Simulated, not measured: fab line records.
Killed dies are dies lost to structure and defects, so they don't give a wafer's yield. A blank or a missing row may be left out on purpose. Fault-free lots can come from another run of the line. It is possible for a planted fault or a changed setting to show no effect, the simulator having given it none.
fab line records / flow nand_harc
record lots=5 wafers=15 last_day=35
route steps=1302 shown A_CHANNEL_HOLE_D1@450
lots that met no fault: from a run of the same line without faults
start_h: start of the lot's first displayed wafer, in hours after the record's first day / wait_h: hours from the lot's prior step to this one / " as in the row above / L1.1+2: a single row standing in for several wafers / - either no value or no given start / * or withheld: withheld / < > ~ a bound
route shown NAME@n: NAME is a module with steps in the file, n the number in the route of the first one / usual: mean/standard deviation of fault-free wafers / same: alike in all rows / chamber/n: place in a boat / sites: each site's reading / _std_site: the values' standard deviation / _edge_site: mean of outer sites minus mean of inner sites / radius_mm: for every site, how far away it sits from the centre of the wafer / mask NAME#n: copy n / behind: the most recent tool/chamber to have shaped the wafer / hold: why the lot was held/for how many hours/how that ended / device: which transistor (n, p or np) failed to switch / end of line: tests run on the same wafers once the route is complete / a step with no rows: only its recipe / killed: at the first sort, the dies lost to defects and structure; wafer yield is something else / map: a wafer's dies, x killed, . not, _ none there
set.NAME: the setting as run; set.NAME@STEP: as run at that earlier step / model.NAME: the simulator's own value behind a step, which no gauge read
lots at selected steps of the route; one table per step, one row per wafer
services: from which hour (start_h, from the record's first day; less than 0 if before it) a tool's chamber was out of use, for how many hours, and why
## steps
# step NHARC_A_CHANNEL_HOLE_D1_DEP_00
# recipe target_thk_a=31000 temp_c=400 material=aC
# step NHARC_A_CHANNEL_HOLE_D1_DEP_01
# recipe target_thk_a=1400 target_thk_nm=140 temp_c=400 pressure_torr=3.5 flow_sccm=200 rf_w=350 material=SiON
# step NHARC_A_CHANNEL_HOLE_D1_DEHYDRATE_02
# recipe temp_c=150 time_s=120
# step NHARC_A_CHANNEL_HOLE_D1_HMDS_03
# recipe time_s=30
# step NHARC_A_CHANNEL_HOLE_D1_COAT_36
# recipe temp_c=260 time_s=75
# step NHARC_A_CHANNEL_HOLE_D1_COAT_37
# recipe temp_c=225 time_s=65
# step NHARC_A_CHANNEL_HOLE_D1_COAT_04
# recipe spin_rpm=1500 resist_thk_nm=90
# step NHARC_A_CHANNEL_HOLE_D1_SOFTBAKE_05
# recipe temp_c=105 time_s=55
# step NHARC_A_CHANNEL_HOLE_D1_EBR_06
# step NHARC_A_CHANNEL_HOLE_D1_EXPOSE_07
# recipe na=1.35 target_cd_nm=100 sigma_outer=0.3 dose_mj=59.65 mask_id=HOLE_D1
# usual exposure_dose_mJ_cm2=59.65/0.056 reticle_temp_C=23.00/0.1
lot.wafer=L429.1 tool=arfi_scanner-03 chamber=0 start_h=292.91 wait_h=- mask=HOLE_D1#0 exposure_dose_mJ_cm2=59.57 reticle_temp_C=22.95
lot.wafer=L429.4 tool=arfi_scanner-03 chamber=0 start_h=292.91 wait_h=- mask=HOLE_D1#0 exposure_dose_mJ_cm2=59.54 reticle_temp_C=23.02
lot.wafer=L429.5 tool=arfi_scanner-03 chamber=0 start_h=292.91 wait_h=- mask=HOLE_D1#0 exposure_dose_mJ_cm2=59.55 reticle_temp_C=22.87
lot.wafer=L430.1 tool=arfi_scanner-03 chamber=0 start_h=293.87 wait_h=- mask=HOLE_D1#0 exposure_dose_mJ_cm2=62.06 reticle_temp_C=22.95
lot.wafer=L430.2 tool=arfi_scanner-03 chamber=0 start_h=293.87 wait_h=- mask=HOLE_D1#0 exposure_dose_mJ_cm2=62.07 reticle_temp_C=23.15
lot.wafer=L430.6 tool=arfi_scanner-03 chamber=0 start_h=293.87 wait_h=- mask=HOLE_D1#0 exposure_dose_mJ_cm2=61.97 reticle_temp_C=23.02
lot.wafer=L431.1 tool=arfi_scanner-03 chamber=0 start_h=316.40 wait_h=- mask=HOLE_D1#0 exposure_dose_mJ_cm2=61.61 reticle_temp_C=23.14
lot.wafer=L431.3 tool=arfi_scanner-03 chamber=0 start_h=316.40 wait_h=- mask=HOLE_D1#0 exposure_dose_mJ_cm2=61.52 reticle_temp_C=22.97
lot.wafer=L431.6 tool=arfi_scanner-03 chamber=0 start_h=316.40 wait_h=- mask=HOLE_D1#0 exposure_dose_mJ_cm2=61.54 reticle_temp_C=23.07
lot.wafer=L437.1 tool=arfi_scanner-03 chamber=0 start_h=376.19 wait_h=- mask=HOLE_D1#0 exposure_dose_mJ_cm2=61.20 reticle_temp_C=22.94
lot.wafer=L437.2 tool=arfi_scanner-03 chamber=0 start_h=376.19 wait_h=- mask=HOLE_D1#0 exposure_dose_mJ_cm2=61.16 reticle_temp_C=22.83
lot.wafer=L437.4 tool=arfi_scanner-03 chamber=0 start_h=376.19 wait_h=- mask=HOLE_D1#0 exposure_dose_mJ_cm2=61.23 reticle_temp_C=22.90
lot.wafer=L441.1 tool=arfi_scanner-01 chamber=0 start_h=417.98 wait_h=- mask=HOLE_D1#0 exposure_dose_mJ_cm2=59.66 reticle_temp_C=23.08
lot.wafer=L441.4 tool=arfi_scanner-01 chamber=0 start_h=417.98 wait_h=- mask=HOLE_D1#0 exposure_dose_mJ_cm2=59.64 reticle_temp_C=22.92
lot.wafer=L441.6 tool=arfi_scanner-01 chamber=0 start_h=417.98 wait_h=- mask=HOLE_D1#0 exposure_dose_mJ_cm2=59.69 reticle_temp_C=23.13
# step NHARC_A_CHANNEL_HOLE_D1_PEB_08
# recipe peb_temp_c=100 peb_time_s=65
# step NHARC_A_CHANNEL_HOLE_D1_DEVELOP_09
# recipe develop_time_s=35 dev_temp_c=23
# step NHARC_A_CHANNEL_HOLE_D1_CD_MEAS_10
# recipe target_cd_nm=100 landing_energy_ev=500
# usual cd_nm=100.0/0.37
lot.wafer=L429.1 tool=cd_sem-03 chamber=0 start_h=293.05 wait_h=- cd_nm=99.7
lot.wafer=L429.4 tool=cd_sem-03 chamber=0 start_h=293.05 wait_h=- cd_nm=100.5
lot.wafer=L429.5 tool=cd_sem-03 chamber=0 start_h=293.05 wait_h=- cd_nm=100.1
lot.wafer=L430.1 tool=cd_sem-03 chamber=0 start_h=294.01 wait_h=- cd_nm=101.6
lot.wafer=L430.2 tool=cd_sem-03 chamber=0 start_h=294.01 wait_h=- cd_nm=101.9
lot.wafer=L430.6 tool=cd_sem-03 chamber=0 start_h=294.01 wait_h=- cd_nm=101.9
lot.wafer=L431.1 tool=cd_sem-03 chamber=0 start_h=316.54 wait_h=- cd_nm=101.1
lot.wafer=L431.3 tool=cd_sem-03 chamber=0 start_h=316.54 wait_h=- cd_nm=101.6
lot.wafer=L431.6 tool=cd_sem-03 chamber=0 start_h=316.54 wait_h=- cd_nm=101.3
lot.wafer=L437.1 tool=cd_sem-03 chamber=0 start_h=376.33 wait_h=- cd_nm=101.1
lot.wafer=L437.2 tool=cd_sem-03 chamber=0 start_h=376.33 wait_h=- cd_nm=101.1
lot.wafer=L437.4 tool=cd_sem-03 chamber=0 start_h=376.33 wait_h=- cd_nm=101.5
lot.wafer=L441.1 tool=cd_sem-03 chamber=0 start_h=418.12 wait_h=- cd_nm=99.9
lot.wafer=L441.4 tool=cd_sem-03 chamber=0 start_h=418.12 wait_h=- cd_nm=100.1
lot.wafer=L441.6 tool=cd_sem-03 chamber=0 start_h=418.12 wait_h=- cd_nm=99.9
# step NHARC_A_CHANNEL_HOLE_D1_DESCUM_15
# recipe time_s=3 o2_flow_sccm=200 ar_flow_sccm=0 bias_power_w=0 chemistry=O2
# usual drypump_motor_current_A=5.7/0.62 oes_product_au=1.000/0.0071 rf_vpp_V=57.6/0.8 showerhead_plenum_p_Torr=1.87/0.068 throttle_valve_pct=11.311/0.0088
lot.wafer=L429.4 tool=rie_diel-12 chamber=2 start_h=293.24 wait_h=0.1 drypump_motor_current_A=5.2 oes_product_au=0.993 rf_hours_counter_h=1 rf_vpp_V=57.7 showerhead_plenum_p_Torr=1.84 throttle_valve_pct=11.319 model.A_CHANNEL_HOLE_D1.cd_nm=100.2
lot.wafer=L429.1 tool=rie_diel-12 chamber=0 start_h=293.24 wait_h=0.1 drypump_motor_current_A=6.0 oes_product_au=0.996 rf_hours_counter_h=0 rf_vpp_V=57.0 showerhead_plenum_p_Torr=1.86 throttle_valve_pct=11.322 model.A_CHANNEL_HOLE_D1.cd_nm=99.66
lot.wafer=L429.5 tool=rie_diel-12 chamber=2 start_h=293.24 wait_h=0.1 drypump_motor_current_A=5.1 oes_product_au=0.990 rf_hours_counter_h=- rf_vpp_V=58.9 showerhead_plenum_p_Torr=1.84 throttle_valve_pct=11.302 model.A_CHANNEL_HOLE_D1.cd_nm=100.2
lot.wafer=L430.2 tool=rie_diel-04 chamber=2 start_h=294.21 wait_h=0.1 drypump_motor_current_A=5.7 oes_product_au=1.003 rf_hours_counter_h=32 rf_vpp_V=57.6 showerhead_plenum_p_Torr=1.88 throttle_valve_pct=11.317 model.A_CHANNEL_HOLE_D1.cd_nm=101.8
lot.wafer=L430.1 tool=rie_diel-04 chamber=3 start_h=294.21 wait_h=0.1 drypump_motor_current_A=6.2 oes_product_au=0.999 rf_hours_counter_h=37 rf_vpp_V=58.2 showerhead_plenum_p_Torr=1.97 throttle_valve_pct=11.306 model.A_CHANNEL_HOLE_D1.cd_nm=101.9
lot.wafer=L430.6 tool=rie_diel-04 chamber=0 start_h=294.21 wait_h=0.1 drypump_motor_current_A=4.6 oes_product_au=0.998 rf_hours_counter_h=- rf_vpp_V=58.0 showerhead_plenum_p_Torr=2.06 throttle_valve_pct=11.311 model.A_CHANNEL_HOLE_D1.cd_nm=102.3
lot.wafer=L431.3 tool=rie_diel-12 chamber=0 start_h=316.73 wait_h=0.1 drypump_motor_current_A=6.0 oes_product_au=0.994 rf_hours_counter_h=2 rf_vpp_V=59.3 showerhead_plenum_p_Torr=1.86 throttle_valve_pct=11.308 model.A_CHANNEL_HOLE_D1.cd_nm=102
lot.wafer=L431.1 tool=rie_diel-12 chamber=1 start_h=316.73 wait_h=0.1 drypump_motor_current_A=6.6 oes_product_au=0.989 rf_hours_counter_h=2 rf_vpp_V=57.3 showerhead_plenum_p_Torr=1.90 throttle_valve_pct=11.318 model.A_CHANNEL_HOLE_D1.cd_nm=101.8
lot.wafer=L431.6 tool=rie_diel-12 chamber=0 start_h=316.73 wait_h=0.1 drypump_motor_current_A=6.0 oes_product_au=0.994 rf_hours_counter_h=- rf_vpp_V=57.1 showerhead_plenum_p_Torr=1.86 throttle_valve_pct=11.311 model.A_CHANNEL_HOLE_D1.cd_nm=101.6
lot.wafer=L437.2 tool=rie_diel-10 chamber=0 start_h=376.52 wait_h=0.1 drypump_motor_current_A=6.2 oes_product_au=0.990 rf_hours_counter_h=41 rf_vpp_V=58.6 showerhead_plenum_p_Torr=1.92 throttle_valve_pct=11.314 model.A_CHANNEL_HOLE_D1.cd_nm=101.3
lot.wafer=L437.1 tool=rie_diel-10 chamber=2 start_h=376.52 wait_h=0.1 drypump_motor_current_A=5.9 oes_product_au=0.998 rf_hours_counter_h=35 rf_vpp_V=56.5 showerhead_plenum_p_Torr=1.80 throttle_valve_pct=11.325 model.A_CHANNEL_HOLE_D1.cd_nm=100.9
lot.wafer=L437.4 tool=rie_diel-10 chamber=0 start_h=376.52 wait_h=0.1 drypump_motor_current_A=6.3 oes_product_au=0.995 rf_hours_counter_h=- rf_vpp_V=58.1 showerhead_plenum_p_Torr=1.92 throttle_valve_pct=11.308 model.A_CHANNEL_HOLE_D1.cd_nm=101.2
lot.wafer=L441.1 tool=rie_diel-04 chamber=3 start_h=418.30 wait_h=0.1 drypump_motor_current_A=6.2 oes_product_au=0.997 rf_hours_counter_h=19 rf_vpp_V=57.4 showerhead_plenum_p_Torr=1.95 throttle_valve_pct=11.320 model.A_CHANNEL_HOLE_D1.cd_nm=99.94
lot.wafer=L441.4 tool=rie_diel-04 chamber=1 start_h=418.30 wait_h=0.1 drypump_motor_current_A=4.9 oes_product_au=1.005 rf_hours_counter_h=15 rf_vpp_V=58.1 showerhead_plenum_p_Torr=1.79 throttle_valve_pct=11.304 model.A_CHANNEL_HOLE_D1.cd_nm=100.1
lot.wafer=L441.6 tool=rie_diel-04 chamber=0 start_h=418.30 wait_h=0.1 drypump_motor_current_A=4.6 oes_product_au=1.002 rf_hours_counter_h=- rf_vpp_V=59.0 showerhead_plenum_p_Torr=2.05 throttle_valve_pct=11.310 model.A_CHANNEL_HOLE_D1.cd_nm=99.97
# step NHARC_A_CHANNEL_HOLE_D1_ETCH_38
# recipe target_depth_a=390 over_etch_frac=0.3 time_s=65 ion_energy_ev=80 cf4_flow_sccm=150 ar_flow_sccm=0 rf_w=300 bias_w=100 chemistry=CF4
# step NHARC_A_CHANNEL_HOLE_D1_ETCH_39
# recipe target_depth_a=2600 over_etch_frac=0.3 time_s=325 ion_energy_ev=200 n2_flow_sccm=150 h2_flow_sccm=150 ar_flow_sccm=0 rf_w=400 bias_w=150 chemistry=N2/H2
# step NHARC_A_CHANNEL_HOLE_D1_ETCH_34
# recipe target_depth_a=1540 time_s=77 cf4_flow_sccm=100 chf3_flow_sccm=30 ar_flow_sccm=0 rf_w=500 bias_w=200 chemistry=CF4/CHF3
# step NHARC_A_CHANNEL_HOLE_D1_ETCH_16
# recipe target_depth_a=31000 over_etch_frac=0.3 time_s=806 ion_energy_ev=150 o2_flow_sccm=400 cos_flow_sccm=20 ar_flow_sccm=0 rf_w=500 bias_w=300 chemistry=O2/COS
# step NHARC_A_CHANNEL_HOLE_D1_ETCH_19
# recipe bias_v=1200 source_w=2500 pressure_mtorr=15 time_s=34.5 ar_flow_sccm=375 c4f8_flow_sccm=28.8 o2_flow_sccm=96.2 temp_c=-20 target_depth_a=* chemistry=C4F8/O2/Ar
# step NHARC_A_CHANNEL_HOLE_D1_ETCH_20
# recipe bias_v=3000 source_w=withheld pressure_mtorr=20 time_s=361.9 ar_flow_sccm=375 c4f8_flow_sccm=89.3 o2_flow_sccm=35.7 temp_c=-20 target_depth_a=16000 chemistry=C4F8/O2/Ar
# step NHARC_A_CHANNEL_HOLE_D1_ETCH_21
# recipe bias_v=3000 source_w=withheld pressure_mtorr=20 time_s=514.3 ar_flow_sccm=375 c4f8_flow_sccm=89.3 o2_flow_sccm=35.7 temp_c=-20 target_depth_a=16000 chemistry=C4F8/O2/Ar
# step NHARC_A_CHANNEL_HOLE_D1_ETCH_22
# recipe bias_v=3000 source_w=withheld pressure_mtorr=20 time_s=666.7 ar_flow_sccm=375 c4f8_flow_sccm=89.3 o2_flow_sccm=35.7 temp_c=-20 target_depth_a=16000 chemistry=C4F8/O2/Ar
# step NHARC_A_CHANNEL_HOLE_D1_ETCH_23
# recipe bias_v=5000 source_w=withheld pressure_mtorr=20 time_s=819 ar_flow_sccm=375 c4f8_flow_sccm=89.3 o2_flow_sccm=35.7 temp_c=-20 target_depth_a=16000 chemistry=C4F8/O2/Ar
# step NHARC_A_CHANNEL_HOLE_D1_ETCH_24
# recipe bias_v=5000 source_w=withheld pressure_mtorr=20 time_s=906.2 ar_flow_sccm=375 c4f8_flow_sccm=93.8 o2_flow_sccm=31.2 temp_c=-20 target_depth_a=15000 chemistry=C4F8/O2/Ar
# step NHARC_A_CHANNEL_HOLE_D1_ETCH_25
# recipe bias_v=5000 source_w=withheld pressure_mtorr=20 time_s=1040.2 ar_flow_sccm=375 c4f8_flow_sccm=93.8 o2_flow_sccm=31.2 temp_c=-20 target_depth_a=15000 chemistry=C4F8/O2/Ar
# step NHARC_A_CHANNEL_HOLE_D1_ETCH_26
# recipe bias_v=300 source_w=2000 pressure_mtorr=30 time_s=224.1 ar_flow_sccm=375 c4f8_flow_sccm=11.4 o2_flow_sccm=113.6 temp_c=-20 target_depth_a=3000 chemistry=C4F8/O2/Ar
# step NHARC_A_CHANNEL_HOLE_D1_ETCH_33
# recipe bias_v=400 source_w=2000 pressure_mtorr=25 time_s=90 ar_flow_sccm=375 c4f8_flow_sccm=41.7 o2_flow_sccm=83.3 temp_c=-20 target_depth_a=4000 chemistry=C4F8/O2/Ar
# step NHARC_A_CHANNEL_HOLE_D1_STRIP_41
# recipe n2_flow_sccm=150 h2_flow_sccm=150 ar_flow_sccm=0 bias_w=0 chemistry=N2/H2
# step NHARC_A_CHANNEL_HOLE_D1_STRIP_42
# recipe cf4_flow_sccm=100 chf3_flow_sccm=30 ar_flow_sccm=0 bias_w=0 chemistry=CF4/CHF3
# step NHARC_A_CHANNEL_HOLE_D1_STRIP_43
# recipe o2_flow_sccm=400 cos_flow_sccm=20 ar_flow_sccm=0 bias_w=0 chemistry=O2/COS
# step NHARC_A_CHANNEL_HOLE_D1_ETCH_44
# recipe target_depth_a=1400 overetch_a=140 time_s=77 ion_energy_ev=100 cf4_flow_sccm=80 o2_flow_sccm=20 ar_flow_sccm=0 rf_w=300 bias_w=100 chemistry=CF4/O2
# usual drypump_motor_current_A=5.7/0.6 oes_f_703_au=1.001/0.0049 oes_product_au=1.002/0.0062 rf_fwd_power_W=298.0/1.1 rf_vpp_V=197.1/1.2 showerhead_plenum_p_Torr=1.30/0.043 throttle_valve_pct=13.397/0.0088
lot.wafer=L429.4 tool=rie_diel-12 chamber=1 start_h=301.39 wait_h=0.1 drypump_motor_current_A=6.5 oes_f_703_au=1.000 oes_product_au=1.002 rf_fwd_power_W=297.6 rf_hours_counter_h=1 rf_vpp_V=199.6 showerhead_plenum_p_Torr=1.32 throttle_valve_pct=13.399 model.A_CHANNEL_HOLE_D1.cd_nm=88.97
lot.wafer=L429.1 tool=rie_diel-12 chamber=2 start_h=301.39 wait_h=0.1 drypump_motor_current_A=5.2 oes_f_703_au=1.003 oes_product_au=0.996 rf_fwd_power_W=296.6 rf_hours_counter_h=1 rf_vpp_V=194.8 showerhead_plenum_p_Torr=1.28 throttle_valve_pct=13.406 model.A_CHANNEL_HOLE_D1.cd_nm=88.53
lot.wafer=L429.5 tool=rie_diel-12 chamber=1 start_h=301.39 wait_h=0.1 drypump_motor_current_A=6.5 oes_f_703_au=1.001 oes_product_au=1.002 rf_fwd_power_W=298.7 rf_hours_counter_h=- rf_vpp_V=198.3 showerhead_plenum_p_Torr=1.32 throttle_valve_pct=13.408 model.A_CHANNEL_HOLE_D1.cd_nm=89.28
lot.wafer=L430.1 tool=rie_diel-12 chamber=3 start_h=305.51 wait_h=0.1 drypump_motor_current_A=5.1 oes_f_703_au=1.005 oes_product_au=0.994 rf_fwd_power_W=299.1 rf_hours_counter_h=1 rf_vpp_V=196.1 showerhead_plenum_p_Torr=1.24 throttle_valve_pct=13.399 model.A_CHANNEL_HOLE_D1.cd_nm=91.89
lot.wafer=L430.2 tool=rie_diel-12 chamber=0 start_h=305.51 wait_h=0.1 drypump_motor_current_A=6.0 oes_f_703_au=1.003 oes_product_au=1.015 rf_fwd_power_W=297.1 rf_hours_counter_h=1 rf_vpp_V=198.0 showerhead_plenum_p_Torr=1.30 throttle_valve_pct=13.394 model.A_CHANNEL_HOLE_D1.cd_nm=91.52
lot.wafer=L430.6 tool=rie_diel-12 chamber=2 start_h=305.51 wait_h=0.1 drypump_motor_current_A=5.2 oes_f_703_au=0.999 oes_product_au=0.999 rf_fwd_power_W=298.1 rf_hours_counter_h=- rf_vpp_V=197.5 showerhead_plenum_p_Torr=1.28 throttle_valve_pct=13.382 model.A_CHANNEL_HOLE_D1.cd_nm=92.71
lot.wafer=L431.1 tool=rie_diel-12 chamber=1 start_h=322.64 wait_h=0.1 drypump_motor_current_A=6.6 oes_f_703_au=1.001 oes_product_au=1.004 rf_fwd_power_W=299.1 rf_hours_counter_h=3 rf_vpp_V=197.8 showerhead_plenum_p_Torr=1.32 throttle_valve_pct=13.408 model.A_CHANNEL_HOLE_D1.cd_nm=92.62
lot.wafer=L431.3 tool=rie_diel-12 chamber=0 start_h=322.64 wait_h=0.1 drypump_motor_current_A=6.0 oes_f_703_au=1.000 oes_product_au=1.003 rf_fwd_power_W=297.1 rf_hours_counter_h=2 rf_vpp_V=197.9 showerhead_plenum_p_Torr=1.30 throttle_valve_pct=13.400 model.A_CHANNEL_HOLE_D1.cd_nm=92.55
lot.wafer=L431.6 tool=rie_diel-12 chamber=1 start_h=322.64 wait_h=0.1 drypump_motor_current_A=6.6 oes_f_703_au=0.997 oes_product_au=1.011 rf_fwd_power_W=298.5 rf_hours_counter_h=- rf_vpp_V=196.6 showerhead_plenum_p_Torr=1.32 throttle_valve_pct=13.407 model.A_CHANNEL_HOLE_D1.cd_nm=93.17
lot.wafer=L437.4 tool=rie_diel-04 chamber=3 start_h=385.68 wait_h=0.1 drypump_motor_current_A=6.1 oes_f_703_au=1.008 oes_product_au=0.999 rf_fwd_power_W=297.7 rf_hours_counter_h=8 rf_vpp_V=199.0 showerhead_plenum_p_Torr=1.36 throttle_valve_pct=13.377 model.A_CHANNEL_HOLE_D1.cd_nm=91.59
lot.wafer=L437.1 tool=rie_diel-04 chamber=0 start_h=385.68 wait_h=0.1 drypump_motor_current_A=4.6 oes_f_703_au=1.002 oes_product_au=1.001 rf_fwd_power_W=296.5 rf_hours_counter_h=9 rf_vpp_V=201.1 showerhead_plenum_p_Torr=1.43 throttle_valve_pct=13.401 model.A_CHANNEL_HOLE_D1.cd_nm=92.34
lot.wafer=L437.2 tool=rie_diel-04 chamber=2 start_h=385.68 wait_h=0.1 drypump_motor_current_A=5.8 oes_f_703_au=0.996 oes_product_au=0.994 rf_fwd_power_W=298.8 rf_hours_counter_h=6 rf_vpp_V=197.8 showerhead_plenum_p_Torr=1.31 throttle_valve_pct=13.392 model.A_CHANNEL_HOLE_D1.cd_nm=90.76
lot.wafer=L441.4 tool=rie_diel-04 chamber=1 start_h=426.24 wait_h=0.1 drypump_motor_current_A=4.9 oes_f_703_au=1.004 oes_product_au=1.003 rf_fwd_power_W=298.2 rf_hours_counter_h=18 rf_vpp_V=196.1 showerhead_plenum_p_Torr=1.25 throttle_valve_pct=13.400 model.A_CHANNEL_HOLE_D1.cd_nm=88.62
lot.wafer=L441.1 tool=rie_diel-04 chamber=3 start_h=426.24 wait_h=0.1 drypump_motor_current_A=6.2 oes_f_703_au=1.011 oes_product_au=1.005 rf_fwd_power_W=299.4 rf_hours_counter_h=22 rf_vpp_V=197.5 showerhead_plenum_p_Torr=1.36 throttle_valve_pct=13.383 model.A_CHANNEL_HOLE_D1.cd_nm=90.48
lot.wafer=L441.6 tool=rie_diel-04 chamber=0 start_h=426.24 wait_h=0.1 drypump_motor_current_A=4.6 oes_f_703_au=1.003 oes_product_au=0.997 rf_fwd_power_W=294.1 rf_hours_counter_h=- rf_vpp_V=198.7 showerhead_plenum_p_Torr=1.43 throttle_valve_pct=13.407 model.A_CHANNEL_HOLE_D1.cd_nm=91.66
# step NHARC_A_CHANNEL_HOLE_D1_STRIP_27
# recipe o2_flow_sccm=500 ar_flow_sccm=0 bias_w=0 chemistry=O2
## services
tool=rie_diel-04 chamber=0 start_h=272.01 hours=6.2 kind=repair
tool=rie_diel-12 chamber=0 start_h=277.40 hours=- kind=clean
tool=rie_diel-12 chamber=1 start_h=277.40 hours=- kind=clean
tool=rie_diel-12 chamber=2 start_h=277.40 hours=- kind=clean
tool=rie_diel-12 chamber=3 start_h=277.40 hours=- kind=clean
tool=arfi_scanner-03 chamber=- start_h=290.80 hours=0.6 kind=repair
tool=rie_diel-04 chamber=1 start_h=296.13 hours=7.0 kind=repair
tool=rie_diel-10 chamber=2 start_h=296.65 hours=10.1 kind=repair
tool=rie_diel-12 chamber=0 start_h=301.92 hours=- kind=clean
tool=rie_diel-12 chamber=1 start_h=301.92 hours=- kind=clean
tool=rie_diel-12 chamber=2 start_h=301.92 hours=- kind=clean
tool=rie_diel-10 chamber=3 start_h=320.07 hours=71.0 kind=repair
tool=rie_diel-04 chamber=3 start_h=327.63 hours=18.1 kind=repair
tool=rie_diel-12 chamber=1 start_h=333.23 hours=5.4 kind=repair
tool=rie_diel-10 chamber=2 start_h=348.90 hours=2.8 kind=repair
tool=rie_diel-04 chamber=- start_h=355.41 hours=9.0 kind=pm
tool=arfi_scanner-03 chamber=- start_h=368.00 hours=4.0 kind=pm
tool=rie_diel-10 chamber=0 start_h=379.77 hours=7.1 kind=repair
tool=arfi_scanner-01 chamber=- start_h=382.58 hours=2.2 kind=repair
tool=rie_diel-12 chamber=1 start_h=383.32 hours=3.0 kind=repair
tool=arfi_scanner-01 chamber=- start_h=403.65 hours=3.7 kind=repair
tool=arfi_scanner-03 chamber=- start_h=411.49 hours=6.3 kind=repair
tool=rie_diel-10 chamber=- start_h=419.56 hours=9.0 kind=pm
tool=arfi_scanner-01 chamber=- start_h=424.00 hours=4.0 kind=pm
## key
first_sign step=NHARC_A_CHANNEL_HOLE_D1_EXPOSE_07 reading=exposure_dose_mJ_cm2 direction=up sigmas=35 usual=59.65 struck=61.59
effect step=NHARC_A_CHANNEL_HOLE_D1_CD_MEAS_10 reading=cd_nm direction=up sigmas=3.9 usual=100.0 struck=101.5 through=control_loop
model_effect step=NHARC_A_CHANNEL_HOLE_D1_DESCUM_15 value=A_CHANNEL_HOLE_D1.cd_nm without=100.1 struck=101.7
model_effect step=NHARC_A_CHANNEL_HOLE_D1_ETCH_44 value=A_CHANNEL_HOLE_D1.cd_nm without=90.6 struck=92.13
met_at NHARC_A_CHANNEL_HOLE_D1_EXPOSE_07
struck_wafers L430.1,L430.2,L430.6,L431.1,L431.3,L431.6,L437.1,L437.2,L437.4
tester_left_out L430,L431,L437
loop_trim step=NHARC_A_CHANNEL_HOLE_D1_EXPOSE_07 setting=dose lots=L431,L437
onset_between 292.91 293.87
fault kind=process_parameter_drift tool=arfi_scanner-03 chamber=- onset_h=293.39 steps=NHARC_A_CHANNEL_HOLE_D1_EXPOSE_07 channel=dose_mj offset=2.3709 shape=step acts_in=these_recipes_only stated=59.65
# tester_left_out: of these lots the tester's yield and bins aren't shown, on N5 and GAA mostly nor the transistor test; their killed dies are dies lost to structure and defects alone, not to doping, threshold or leakage, so they don't give the yield
# loop_trim: a control loop set the setting to another value than it would have without faults
